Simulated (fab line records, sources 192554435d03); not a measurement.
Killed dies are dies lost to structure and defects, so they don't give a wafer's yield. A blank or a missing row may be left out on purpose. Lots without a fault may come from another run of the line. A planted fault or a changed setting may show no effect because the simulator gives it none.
Split-lot experiment | flow n5_finfet | 7 lots, 21 wafers read, on a route of 1938 steps

THE SPLIT
At N5_BEOL_M1_COAT_68 (time 60 s, resist thk 12 nm), the setting spin_rpm was moved away from the recipe's 1500 rpm on 8 of the 21 wafers read, by -10.7% to -3.2%. The other wafers ran this setting at the recipe's value.

FROM THE SPLIT TO THE READING: what the file shows between them, 6 steps
- N5_BEOL_M1_COAT_76: time 60 s, resist thk 5 nm
- N5_BEOL_M1_COAT_22: resist thk 30 nm
- N5_BEOL_M1_DESCUM_33: chemistry O2, time 7 s
- N5_BEOL_M1_ETCH_77: etches underlayer in N2/H2, target depth 6.5 nm, time 5.2 s
- N5_BEOL_M1_ETCH_69: etches SiARC in CF4, target depth 15.6 nm, time 26 s
- N5_BEOL_M1_ALD_98: deposits SiO2, target thk 2.5 nm, pulse time 1 s, co reactant pulse time 1 s

THE READING
CAR-EUV_of_BEOL_M1_COAT_22.thk_nm (the simulator's own value, which no gauge read), in nm, at N5_BEOL_M1_ETCHBACK_99 (etches SiO2 in CHF3, target depth 5 nm, time 10.4 s). The file gives no usual value for it. The 13 wafers here that ran the recipe average 10.4 nm, standard deviation 0.072 nm.

wafer  | tool, chamber at the split | spin_rpm as run, rpm | against the recipe | CAR-EUV_of_BEOL_M1_COAT_22.thk_nm, nm | against lot-mates on the recipe
L079.1 | litho_track-05, 0          | 1368                 | -8.8%              | 10                                    | -0.6
L079.2 | litho_track-05, 0          | 1368                 | -8.8%              | 10.2                                  | -0.4
L079.6 | litho_track-05, 0          | 1500                 | recipe             | 10.6                                  | -
L080.2 | litho_track-05, 0          | 1500                 | recipe             | 10.4                                  | -
L080.3 | litho_track-05, 0          | 1452                 | -3.2%              | 10.2                                  | -0.2
L080.5 | litho_track-05, 0          | 1452                 | -3.2%              | 10.2                                  | -0.2
L082.2 | litho_track-01, 0          | 1339                 | -10.7%             | 9.8                                   | -0.6
L082.3 | litho_track-01, 0          | 1500                 | recipe             | 10.4                                  | -
L082.5 | litho_track-01, 0          | 1500                 | recipe             | 10.4                                  | -
L085.1 | litho_track-03, 0          | 1500                 | recipe             | 10.6                                  | -
L085.2 | litho_track-03, 0          | 1500                 | recipe             | 10.4                                  | -
L085.5 | litho_track-03, 0          | 1500                 | recipe             | 10.4                                  | -
L093.2 | litho_track-01, 0          | 1447                 | -3.5%              | 10.2                                  | no lot-mate on the recipe
L093.4 | litho_track-01, 0          | 1447                 | -3.5%              | 10.2                                  | no lot-mate on the recipe
L093.5 | litho_track-01, 0          | 1447                 | -3.5%              | 10.2                                  | no lot-mate on the recipe
L094.1 | litho_track-03, 0          | 1500                 | recipe             | 10.4                                  | -
L094.3 | litho_track-03, 0          | 1500                 | recipe             | 10.4                                  | -
L094.5 | litho_track-03, 0          | 1500                 | recipe             | 10.4                                  | -
L097.2 | litho_track-05, 0          | 1500                 | recipe             | 10.4                                  | -
L097.3 | litho_track-05, 0          | 1500                 | recipe             | 10.4                                  | -
L097.6 | litho_track-05, 0          | 1500                 | recipe             | 10.4                                  | -

THE FIT
A straight line over all 21 wafers: CAR-EUV_of_BEOL_M1_COAT_22.thk_nm changes by +0.0488 nm for each +1% of spin_rpm; r = +0.89; the points scatter about the line by 0.085 nm.
The same after taking each lot's own level away (the mean of its wafers on the recipe; 18 wafers): +0.0566 nm for each +1%; r = +0.97; scatter 0.054 nm.
On that fit, the largest move of spin_rpm shifts the reading by 0.61 nm.
The lots' own levels span 10.40 to 10.60 nm, that is 2.8 times the standard deviation above.
So the lot-to-lot level changes the slope: the two fits differ.
Check: with one of the wafers moved furthest among these (-10.7%) left out of the fit, the line predicts -0.616 nm for it against its lot-mates. It came out at -0.6 nm against them.

THE WHOLE CHAIN: every reading that the file lists as answering this split, in the file's order
step                   | what it does                                         | reading                                                                            | change (the file's fit)                | r (the file's)
N5_BEOL_M1_COAT_68     | time 60 s, resist thk 12 nm                          | SiARC_of_BEOL_M1_COAT_68.thk_nm (the simulator's own value, which no gauge read)   | -0.0715 nm for each +1% of the setting | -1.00
N5_BEOL_M1_ETCH_69     | etches SiARC in CF4, target depth 15.6 nm, time 26 s | etch.depth_nm (the simulator's own value, which no gauge read)                     | -0.0674 nm for each +1% of the setting | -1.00
N5_BEOL_M1_ETCH_69     | etches SiARC in CF4, target depth 15.6 nm, time 26 s | CAR-EUV_of_BEOL_M1_COAT_22.thk_nm (the simulator's own value, which no gauge read) | +0.0485 nm for each +1% of the setting | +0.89
N5_BEOL_M1_ETCHBACK_99 | etches SiO2 in CHF3, target depth 5 nm, time 10.4 s  | CAR-EUV_of_BEOL_M1_COAT_22.thk_nm (the simulator's own value, which no gauge read) | +0.0566 nm for each +1% of the setting | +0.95

THE FILE'S OWN FIT
CAR-EUV_of_BEOL_M1_COAT_22.thk_nm changes by +0.0566 nm for each +1% of spin_rpm, r = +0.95.
